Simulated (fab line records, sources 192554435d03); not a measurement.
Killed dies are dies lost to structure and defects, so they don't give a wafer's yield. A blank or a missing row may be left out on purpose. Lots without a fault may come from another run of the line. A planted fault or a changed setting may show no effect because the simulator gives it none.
Chamber matching | flow n5_finfet | N5_BEOL_M14_DEP_53 on pecvd-03: 3 sister chambers
The step deposits SiCN from 3MS/NH3, target thk 50 nm, time 17.8 s. 6 wafers are shown with their chamber, then 7 later ones without.

WAFERS WITH THEIR CHAMBER
wafer  | chamber | throttle_valve_pct (%) | showerhead_plenum_p_Torr (Torr)
L086.1 | 1       | 19.0                   | 4.131
L086.4 | 2       | 16.0                   | 4.149
L092.4 | 0       | 17.6                   | 4.193
L092.6 | 2       | 15.8                   | 4.160
L091.1 | 1       | 19.0                   | 4.144
L091.4 | 0       | 17.5                   | 4.186

WAFERS WITHOUT THEIR CHAMBER
wafer  | throttle_valve_pct (%) | showerhead_plenum_p_Torr (Torr)
L091.5 | 18.5                   | 4.132
L097.1 | 16.0                   | 4.154
L097.2 | 19.1                   | 4.146
L097.3 | 18.1                   | 4.192
L096.1 | 16.2                   | 4.151
L096.4 | 18.6                   | 4.138
L096.6 | 16.0                   | 4.151

WHICH CHAMBER EACH WENT THROUGH
wafer  | from the rows above | in truth
L091.5 | 1                   | 1
L097.1 | 2                   | 2
L097.2 | 1                   | 1
L097.3 | 0                   | 0
L096.1 | 2                   | 2
L096.4 | 1                   | 1
L096.6 | 2                   | 2
Placed correctly: 7 of 7. Can't be placed from these rows: 0. Placed wrongly: 0.
How it was worked out, from the rows above alone: a wafer's distance from a chamber is the root of the sum, over the readings, of the square of ((its reading less the chamber's mean) divided by the reading's scatter). The wafer belongs to the nearest chamber; if the next one is less than 2 further off, it can't be placed. A chamber's mean is the mean of its shown wafers. The scatter: the root of (the sum of the squares of (reading less its chamber's mean) over the shown wafers, divided by (wafers less chambers)).
